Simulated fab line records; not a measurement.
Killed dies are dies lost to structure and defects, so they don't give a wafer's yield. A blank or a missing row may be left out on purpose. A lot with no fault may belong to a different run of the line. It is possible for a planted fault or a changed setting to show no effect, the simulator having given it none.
Chamber matching -- flow n5 finfet -- rie si-02 running N5_SD_EPI_N_SD_RECESS_17: 4 sister chambers
The step chemistry HBr/Cl2/O2, target depth 41 nm, time 23.7 s, bt time 3 s. 8 wafers are shown with their chamber, then 12 later ones without.

## WAFERS PAIRED WITH THEIR CHAMBERS
wafer,chamber,throttle valve pct (%),drypump motor current A (A)
L089.2,2,37.21,4.9
L089.6,3,37.30,5.5
L090.4,1,36.77,5.6
L090.5,0,37.41,5.5
L090.6,1,36.77,5.6
L091.1,0,37.41,5.4
L091.3,3,37.31,5.5
L091.6,2,37.19,4.9

## WAFERS WHOSE CHAMBER IS MISSING
wafer,throttle valve pct (%),drypump motor current A (A)
L094.2,37.21,4.9
L094.3,37.40,5.5
L094.4,36.77,5.5
L095.4,37.40,5.4
L095.5,36.76,5.5
L095.6,37.21,4.9
L096.1,36.75,5.5
L096.3,37.39,5.4
L096.5,37.42,5.4
L097.2,37.41,5.4
L097.4,36.75,5.5
L097.5,36.75,5.5

## THE CHAMBER EACH PASSED THROUGH
wafer,from the rows above,in truth
L094.2,2,2
L094.3,0,0
L094.4,1,1
L095.4,0,0
L095.5,1,1
L095.6,2,2
L096.1,1,1
L096.3,0,0
L096.5,0,0
L097.2,0,0
L097.4,1,1
L097.5,1,1
Correctly placed: 12 of 12. Not placeable from these rows: 0. Wrongly placed: 0.
How it was worked out, from the rows above alone: a wafer's distance from a chamber is the root of the sum, over the readings, of the square of ((its reading less the chamber's mean) divided by the reading's scatter). The wafer belongs to the nearest chamber; if the next one is less than 2 further off, it can't be placed. Each chamber's mean is taken over the wafers shown for it. The scatter: the root of (the sum of the squares of (reading less its chamber's mean) over the shown wafers, divided by (wafers less chambers)).
